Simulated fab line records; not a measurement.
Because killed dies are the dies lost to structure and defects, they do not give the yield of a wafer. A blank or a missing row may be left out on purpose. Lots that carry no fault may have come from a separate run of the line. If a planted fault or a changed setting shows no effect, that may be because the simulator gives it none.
Struck lot and sound lot, side by side | flow n5-finfet | 17 steps out of a route of 1938
Sound: wafers L531.1, L531.2, L531.4. Struck: wafer L534.3; the same lot's L534.2 was not struck, so it is left out; see the end for the cause.
Per side, at each step with rows, come the tool, then ch with its chambers, and then its first start. Under that, the readings that differ: sound wafers | struck wafers | difference of the means | sigmas: that difference in standard deviations of wafers without a fault.
alike: readings whose means differ by less than 2 such deviations, and words and numbers that are the same on both sides. not compared: withheld readings, readings that some wafer has no value for, bounds like >300 that may hide the same value, and numbers for which the record gives no deviation and whose values overlap.
A row with sigmas, a row that says differs or no value, or rows on one side alone: a step with any of these is where the two part. Numbers that have no deviation but don't overlap get no sigmas and don't part them. A reading missing from all wafers of one side parts the sides only when that side holds two or more wafers.

first, 4 steps without rows for these wafers: N5_HKMG_FIN_PRECLEAN_64 (cleans in dHF, time 30 s); N5_HKMG_FIN_WET_ETCH_65 (etches a-Si in TMAH, stops on TiN, time 49 s, target depth 3 nm); N5_HKMG_FIN_WET_ETCH_81 (etches TiN in SC1, stops on HfO2, time 57 s, target depth 6 nm); N5_HKMG_FIN_WET_ETCH_82 (etches La2O3 in dHCl, stops on HfO2, target depth 2 nm, rinse time 30 s).
N5_HKMG_FIN_ALD_36: deposits TiN, target thk 1 nm, pulse time 1 s, purge time 3 s.
  sound on ald-metal-03 ch 0,1,2, day 8 03:46; struck on ald-metal-01 ch 2, day 8 23:14
  alike: heater-power-w, precursor-pulse-height-rel
N5_HKMG_FIN_THK_MEAS_70: measures by xrf.
  sound: film-metro-01 at day 8 04:03; struck: film-metro-01 at day 8 23:31
  alike: HK_THK
N5_HKMG_FIN_PWFM_ALD_03: deposits TiN, target thk 2 nm, pulse time 1 s, purge time 3 s.
  sound on ald-metal-01 ch 0,1,3, day 8 04:05; struck on ald-metal-04 ch 3, day 8 23:33
  alike: heater-power-w, precursor-pulse-height-rel
then, 5 steps without rows for these wafers: N5_HKMG_FIN_COAT_29 (time 60 s, resist thk 300 nm); N5_HKMG_FIN_COAT_30 (time 60 s, resist thk 35 nm); N5_HKMG_FIN_COAT_06 (resist thk 90 nm); N5_HKMG_FIN_EBR_08; N5_HKMG_FIN_SOFTBAKE_07 (time 60 s).
N5_HKMG_FIN_EXPOSE_09: exposes mask NWFM.
  sound on arfi-scanner-01 ch 0, day 8 04:40; struck on arfi-scanner-03 ch 0, day 9 00:08
  alike: mask
then, 2 steps without rows for these wafers: N5_HKMG_FIN_PEB_10 (peb time 60 s); N5_HKMG_FIN_DEVELOP_11 (develop time 30 s).
N5_HKMG_FIN_CD_MEAS_12 targets a cd of 92.8 nm.
  sound on cd-sem-02 ch 0, day 8 04:48; struck on cd-sem-03 ch 0, day 9 00:16
  reading    | sound          | struck | difference | sigmas
  cd-nm (nm) | 92.5 93.1 93.3 | 68.3   | -24.7      | -45
N5_HKMG_FIN_OVL_MEAS_13:
  sound on overlay-02 ch 0, day 8 04:50; struck on overlay-02 ch 0, day 9 00:17
  alike: NWFM_OVL

## WHERE THEY PART
Only at N5_HKMG_FIN_CD_MEAS_12, within this record. Later steps at which nothing parts them and some readings are alike: N5_HKMG_FIN_OVL_MEAS_13.

WHY: whatever the simulator had introduced
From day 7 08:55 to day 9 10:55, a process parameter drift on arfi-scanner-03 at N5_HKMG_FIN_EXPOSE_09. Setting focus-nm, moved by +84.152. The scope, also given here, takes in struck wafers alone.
